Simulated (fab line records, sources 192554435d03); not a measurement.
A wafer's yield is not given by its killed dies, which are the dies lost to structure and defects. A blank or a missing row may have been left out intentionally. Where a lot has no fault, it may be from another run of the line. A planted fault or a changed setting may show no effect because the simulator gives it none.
Matching of chambers | flow n5Finfet | N5_GATE_CUT_SAC_CAP_01 on aldSin-01 has 4 sister chambers
The step material SiNx, target thk 24 nm, pulse time 1 s, ald cycles 480. 8 wafers are shown with their chamber, then 7 later ones without.

## WAFERS WITH THEIR CHAMBER
wafer  | chamber | heaterPowerW (W) | precursorPulseHeightRel
L077.6 | 0       | 782              | 1.004
L078.5 | 2       | 783              | 0.990
L080.6 | 3       | 797              | 0.985
L085.1 | 2       | 801              | 0.997
L085.2 | 1       | 915              | 0.994
L085.6 | 0       | 773              | 0.984
L087.1 | 1       | 927              | 0.999
L087.2 | 3       | 771              | 1.022

## WAFERS MISSING THEIR CHAMBER
wafer  | heaterPowerW (W) | precursorPulseHeightRel
L087.3 | 748              | 0.967
L087.4 | 820              | 1.000
L087.5 | 898              | 0.990
L087.6 | 777              | 0.974
L092.1 | 771              | 1.016
L092.3 | 799              | 1.045
L092.5 | 898              | 1.015

## CHAMBER TAKEN BY EACH
wafer  | from the rows above          | in truth
L087.3 | can't be placed: 0 or 3 or 2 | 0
L087.4 | can't be placed: 2 or 3 or 0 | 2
L087.5 | 1                            | 1
L087.6 | can't be placed: 0 or 2 or 3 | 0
L092.1 | can't be placed: 3 or 0 or 2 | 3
L092.3 | can't be placed: 3 or 2 or 0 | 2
L092.5 | 1                            | 1
2 of 7 placed correctly. Cannot be placed on the basis of these rows: 5; the candidates contain the true chamber in 5. Number placed wrongly: 0.
How it was worked out, from the rows above alone: a wafer's distance from a chamber is the root of the sum, over the readings, of the square of ((its reading less the chamber's mean) divided by the reading's scatter). The wafer belongs to the nearest chamber; if the next one is less than 2 further off, it can't be placed. A chamber's mean is the mean of its shown wafers. The scatter: the root of (the sum of the squares of (reading less its chamber's mean) over the shown wafers, divided by (wafers less chambers)).
